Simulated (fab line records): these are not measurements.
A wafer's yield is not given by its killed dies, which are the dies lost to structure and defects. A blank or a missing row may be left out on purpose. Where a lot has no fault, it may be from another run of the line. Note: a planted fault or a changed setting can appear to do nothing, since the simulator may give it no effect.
Which of the tools did it? -- flow n5_finfet -- 26 wafers from 9 lots sampled at 3 of the route's 1938 steps

WHAT THE GAUGES READ, wafer by wafer
N5_SD_EPI_N_OVL_MEAS_10.
lot,measured,on,SD_N_BLK_OVL (nm)
L762,day 3 15:07,overlay-02,0.4 0.3 0.0
L763,day 3 17:52,overlay-01,1.8 0.0 -0.1
L765,day 4 09:56,overlay-02,0.2 0.2 0.2
L774,day 6 12:05,overlay-02,32.5 32.3 32.2
L776,day 6 23:40,overlay-02,33.8 32.2 31.5
L777,day 7 09:25,overlay-01,-0.3 -1.2 -0.2
L778,day 7 13:34,overlay-02,0.3 -1.3
L782,day 8 13:37,overlay-01,-0.6 0.8 -0.1
L783,day 8 17:58,overlay-01,-0.3 -1.3 -1.0

WHAT TOOL EACH LOT RAN ON (gives the tool, then ch and the chambers of the sampled wafers, and finally the start)
lot,N5_DUMMY_GATE_STRIP_48,N5_SD_EPI_N_EXPOSE_06
L762,"rie_diel-04 ch 1,3, day 3 13:53","arfi_scanner-01 ch 0, day 3 14:58"
L763,"rie_diel-04 ch 0,1,2, day 3 16:38","arfi_scanner-03 ch 0, day 3 17:43"
L765,"rie_diel-01 ch 0,1,3, day 4 08:43","arfi_scanner-01 ch 0, day 4 09:46"
L774,"rie_diel-03 ch 1,2,3, day 6 10:59","arfi_scanner-01 ch 0, day 6 11:56"
L776,"rie_diel-01 ch 0,1,3, day 6 22:20","arfi_scanner-01 ch 0, day 6 23:31"
L777,"rie_diel-01 ch 0,1,2, day 7 06:54","arfi_scanner-02 ch 0, day 7 09:16"
L778,"rie_diel-01 ch 2,3, day 7 12:28","arfi_scanner-02 ch 0, day 7 13:24"
L782,"rie_diel-01 ch 0,2,3, day 8 12:22","arfi_scanner-02 ch 0, day 8 13:28"
L783,"rie_diel-04 ch 0,2,3, day 8 16:52","arfi_scanner-02 ch 0, day 8 17:49"
- N5_DUMMY_GATE_STRIP_48: strips in N2/H2, time 20 s.
- N5_SD_EPI_N_EXPOSE_06: exposes mask SD N BLK, target cd 120 nm.

THE ANSWER, worked out from the rows above alone
Rule: what is usual is taken from the lots themselves. Put in order of their means at a reading, lots are off if they are a third of the lots or fewer, leave a main group of 4 or more, and stand apart from it by a gap of 3 or more times the standard deviation of the main group's means; of several such gaps the widest counts. A main group is skipped when, at the precision printed for the reading in the tables above, its means are all equal. Also off: a lot with no number at a reading for which 4 or more lots have one. Where the step has rows for the other lots, those lots are counted as sound.
Off: L774, L776, seen at N5_SD_EPI_N_OVL_MEAS_10 (SD_N_BLK_OVL). Main group: mean -0.1 nm, sd 0.48.
A tool fits if, at a process step before that reading, it ran every lot that is off, and no sound lot after the first of them. The gauges at N5_SD_EPI_N_OVL_MEAS_10 are tried like those tools. One fits: arfi_scanner-01 at N5_SD_EPI_N_EXPOSE_06. Its last sound lot is L765 (day 4 09:46), its first lot that is off L774 (day 6 11:56): a fault that began between those two fits.

WHAT THE SIMULATOR PUT IN
Scanner matching overlay: arfi_scanner-01, from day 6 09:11 on, at N5_SD_EPI_N_EXPOSE_06. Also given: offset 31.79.
Lots struck among those shown: L774, L776. This agrees with what the rule above found.
